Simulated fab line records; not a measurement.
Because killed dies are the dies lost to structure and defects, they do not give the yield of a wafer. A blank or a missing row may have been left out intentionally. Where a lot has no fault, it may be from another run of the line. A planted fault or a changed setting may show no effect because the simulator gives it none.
A struck lot beside a sound one + flow n5-finfet + 15 out of 1938 route steps
Sound: wafers L992.2, L992.4, L992.5. Struck: wafer L997.6 (left out: L997.3, L997.4 of the same lot, which were not struck); the cause appears at the end.
For every step that has rows: the tool of each side, followed by ch and its chambers, followed by its first start. Under that, the readings that differ: sound wafers + struck wafers + difference of the means + sigmas: that difference in standard deviations of wafers without a fault.
alike: readings with means less than 2 such deviations apart, plus words and numbers identical on both sides. not compared: withheld readings, readings lacking a value on some wafer, bounds such as >300 that could conceal the same value, and numbers that have no deviation in the record and whose values overlap.
A row with sigmas, a row that says differs or no value, or rows on one side alone: a step with any of these is where the two part. Numbers that don't overlap but have no deviation are shown without sigmas and don't part them. A reading missing from all wafers of one side parts the sides only when that side holds two or more wafers.

first, 7 steps without rows for these wafers: N5_FIN_SAQP_COAT_50 (time 60 s, resist thk 35 nm); N5_FIN_SAQP_COAT_10 (resist thk 90 nm); N5_FIN_SAQP_EBR_12; N5_FIN_SAQP_SOFTBAKE_11 (time 60 s); N5_FIN_SAQP_EXPOSE_13 (exposes mask FIN CORE, target cd 35.6 nm); N5_FIN_SAQP_PEB_14 (peb time 60 s); N5_FIN_SAQP_DEVELOP_15 (develop time 30 s).
N5_FIN_SAQP_CD_MEAS_16: target cd 35.6 nm.
  sound on cd-sem-02 ch 0, day 3 17:43; struck on cd-sem-02 ch 0, day 4 22:16
| reading    | sound          | struck | difference | sigmas |
|------------|----------------|--------|------------|--------|
| cd-nm (nm) | 34.9 35.1 35.5 | 36.1   | +0.9       | +3     |
N5_FIN_SAQP_OVL_MEAS_17:
  sound on overlay-02 ch 0, day 3 17:44; struck on overlay-01 ch 0, day 4 22:17
  alike: FIN_CORE_OVL
N5_FIN_SAQP_INSPECT_18: inspects for defects (brightfield).
  sound on defect-inspect-01 at day 3 17:46; struck on defect-inspect-01 at day 4 22:19
  alike: raw-defect-count
N5_FIN_SAQP_DESCUM_21: chemistry O2, time 7.9 s.
  sound on rie-diel-01 ch 0,2, day 3 17:48; struck on rie-diel-06 ch 0, day 4 22:21
| reading                | sound             | struck | difference | sigmas |
|------------------------|-------------------|--------|------------|--------|
| throttle-valve-pct (%) | 20.28 20.23 20.28 | 20.60  | +0.34      | +2     |
  alike: drypump-motor-current-A, oes-product-au, rf-vpp-V, showerhead-plenum-p-Torr
  not compared: rf-hours-counter-h
N5_FIN_SAQP_ETCH_51: etches SiARC in CF4, target depth 45.5 nm, time 75.8 s.
  sound on rie-diel-01 ch 0,2, day 3 17:50; struck on rie-diel-06 ch 0, day 4 22:23
| reading               | sound             | struck | difference | sigmas |
|-----------------------|-------------------|--------|------------|--------|
| bias-w (W)            | 36.15 36.08 36.06 | 35.84  | -0.26      | -2     |
| etch-rf-on-time-s (s) | 74.3 76.4 74.2    | 78.4   | +3.4       | +2     |
  alike: drypump-motor-current-A, oes-product-au, rf-fwd-power-W, rf-vpp-V, showerhead-plenum-p-Torr, throttle-valve-pct
  not compared: rf-hours-counter-h
N5_FIN_SAQP_ETCH_52: etches SOC in N2/H2, target depth 100 nm, overetch 20 nm, time 150 s.
  sound on rie-diel-01 ch 0,2, day 3 17:53; struck on rie-diel-06 ch 0, day 4 22:26
| reading                                     | sound             | struck | difference | sigmas |
|---------------------------------------------|-------------------|--------|------------|--------|
| rf-fwd-power-W (W)                          | 835.6 836.7 839.7 | 1038.2 | +200.9     | +74    |
| rf-vpp-V (V)                                | 526 525 526       | 492    | -34        | -11    |
| model.SiARC_of_FIN_SAQP_COAT_50.thk-nm (nm) | 28.89 29.04 28.84 | 28.73  | -0.19      |        |
  alike: bias-w, drypump-motor-current-A, oes-product-au, showerhead-plenum-p-Torr, throttle-valve-pct
  not compared: rf-hours-counter-h
then, 1 step without rows for these wafers: N5_FIN_SAQP_STRIP_53 (strips in N2/H2).
-- here the record skips 6 days between the struck wafers' starts before and after, leaving off in module FIN_SAQP and picking up in module BEOL_M4 (first step shown: number 1111 of the route) --
N5_BEOL_M4_RC_MEAS_101:
  sound on prober-01 ch 0, day 9 16:50; struck on prober-02 ch 0, day 11 10:21
  alike: DIBL_N, DIBL_P, IOFF_N, IOFF_P, ION_N, ION_P, SS_N, SS_P, VT_N, VT_P

WHERE THEY PART
Earliest at N5_FIN_SAQP_CD_MEAS_16; latest, in this record, at N5_FIN_SAQP_ETCH_52. Later steps at which nothing parts them and some readings are alike: N5_BEOL_M4_RC_MEAS_101.

WHY: what had been put in by the simulator
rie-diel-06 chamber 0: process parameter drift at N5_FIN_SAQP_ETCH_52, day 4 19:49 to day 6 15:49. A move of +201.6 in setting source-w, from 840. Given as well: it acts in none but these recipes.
